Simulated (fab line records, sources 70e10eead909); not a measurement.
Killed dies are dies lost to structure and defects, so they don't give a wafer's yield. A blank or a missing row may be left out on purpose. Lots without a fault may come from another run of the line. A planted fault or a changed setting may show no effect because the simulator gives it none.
Which tool did it? | flow nand_harc | 7 lots, 21 wafers sampled, at 3 steps of a route of 1302

WHAT THE GAUGES READ, wafer by wafer
NHARC_A_ONON_D2_THK_MEAS_11: measures by ellipsometry.
lot  | measured     | on            | thk_nm (nm)
L221 | day 13 01:52 | film_metro-01 | 1002 1003 1004
L223 | day 13 17:43 | film_metro-01 | 992 992 991
L226 | day 15 01:40 | film_metro-02 | 1004 1004 1005
L228 | day 16 02:08 | film_metro-01 | 988 987 990
L231 | day 17 01:55 | film_metro-01 | 1007 1007 1006
L236 | day 19 10:58 | film_metro-01 | 996 996 997
L242 | day 22 00:35 | film_metro-01 | 1555 1554 1553

WHICH TOOL RAN EACH LOT (tool, then ch and the chambers of the sampled wafers, then the start)
lot  | NHARC_A_CHANNEL_HOLE_D1_ETCH_25  | NHARC_A_ONON_D2_DEP_09
L221 | har_etch-01 ch 1, day 9 08:23    | pecvd_onon-03 ch 0, day 13 01:22
L223 | har_etch-01 ch 0,1, day 9 23:30  | pecvd_onon-04 ch 0, day 13 17:13
L226 | har_etch-02 ch 0,1, day 11 07:34 | pecvd_onon-03 ch 0, day 15 01:08
L228 | har_etch-01 ch 0,1, day 12 06:43 | pecvd_onon-03 ch 0, day 16 01:49
L231 | har_etch-02 ch 0,1, day 13 04:43 | pecvd_onon-01 ch 0, day 17 01:23
L236 | har_etch-02 ch 0,1, day 15 18:38 | pecvd_onon-04 ch 0, day 19 10:31
L242 | har_etch-01 ch 0,1, day 18 05:34 | pecvd_onon-03 ch 0, day 22 00:04
- NHARC_A_CHANNEL_HOLE_D1_ETCH_25: etches the open film in C4F8/O2/Ar, time 1040.2 s, target depth 1500 nm.
- NHARC_A_ONON_D2_DEP_09: target thk 1000 nm.

THE ANSWER, worked out from the rows above alone
Rule: what is usual is taken from the lots themselves. Put in order of their means at a reading, lots are off if they are a third of the lots or fewer, leave a main group of 4 or more, and stand apart from it by a gap of 3 or more times the standard deviation of the main group's means; of several such gaps the widest counts. A main group whose means are all the same, to the digits that the tables above print for the reading, isn't used. A lot without any number at a reading at which 4 lots or more have one is off too. The other lots that the step has rows for count as sound.
Off: L242, at NHARC_A_ONON_D2_THK_MEAS_11 (thk_nm). The main group: mean 998 nm, standard deviation 6.8.
A tool fits if, at a process step before that reading, it ran every lot that is off, and no sound lot after the first of them. The gauges at NHARC_A_ONON_D2_THK_MEAS_11 are tried like those tools. Can't be told from this: 3 tools fit, har_etch-01 at NHARC_A_CHANNEL_HOLE_D1_ETCH_25, pecvd_onon-03 at NHARC_A_ONON_D2_DEP_09, film_metro-01 at NHARC_A_ONON_D2_THK_MEAS_11.

WHAT THE SIMULATOR HAD PUT IN
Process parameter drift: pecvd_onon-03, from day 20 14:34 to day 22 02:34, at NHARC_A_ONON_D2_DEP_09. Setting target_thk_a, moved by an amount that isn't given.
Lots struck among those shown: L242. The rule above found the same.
